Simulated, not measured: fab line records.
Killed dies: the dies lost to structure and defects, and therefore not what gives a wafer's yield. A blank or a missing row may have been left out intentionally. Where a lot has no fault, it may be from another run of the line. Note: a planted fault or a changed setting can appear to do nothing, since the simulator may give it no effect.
One fault seen from 2 desks ; flow nand harc ; every desk sees just its own numbers, and what lay behind them comes last

== FROM THE METROLOGY DESK ==
Means of the sampled wafers that have a number, per lot and without regard to the tool the lot ran on: this is what the gauges read. Marked OUT: a lot whose mean sits more than 4 standard deviations from the usual mean, which makes it out of limits; the brackets give that distance.
Columns: A = cd nm at NHARC_A_CONTACT_CD_MEAS_08, usual 100.0 nm
lot;first seen here;A
L694;day 17 02:10;100.0
L695;day 17 04:26;99.8
L698;day 17 09:34;100.2
L699;day 18 09:52;100.8
L702;day 18 23:47;99.5
L704;day 19 10:17;99.3
L705;day 20 08:02;100.1
L710;day 21 04:08;99.7
L717;day 22 10:45;99.8
L716;day 22 14:50;100.0
L714;day 22 19:06;100.1
Result from this desk: across the 11 lots, nothing is out of limits.

== FOR THE TOOL OWNER'S DESK: har cap etch-02 ==
The tool's own readings at NHARC_A_CONTACT_ETCH_130 (etches the open film in C4F8/O2/Ar, time 155 s, target depth 956 nm): means of the sampled wafers that have a number, for each lot that ran on this tool. Marked OUT: a lot whose mean sits more than 4 standard deviations from the usual mean, which makes it out of limits; the brackets give that distance.
Columns: A = chamber pressure mTorr at NHARC_A_CONTACT_ETCH_130, usual 20.002 mTorr; B = oes air line au at NHARC_A_CONTACT_ETCH_130, usual 0.999 a.u.
lot;first seen here;A;B
L699;day 18 04:44;19.998;1.002
L702;day 18 19:13;19.992;1.008
L704;day 19 05:46;19.990;0.986
L705;day 20 03:53;20.010;0.988
Result from this desk: across the 4 lots, nothing is out of limits.

== BROUGHT TOGETHER ==
The metrology desk saw nothing out of limits.
The desk of the tool owner found nothing out of limits.

== WHAT THE SIMULATOR HAD INSERTED ==
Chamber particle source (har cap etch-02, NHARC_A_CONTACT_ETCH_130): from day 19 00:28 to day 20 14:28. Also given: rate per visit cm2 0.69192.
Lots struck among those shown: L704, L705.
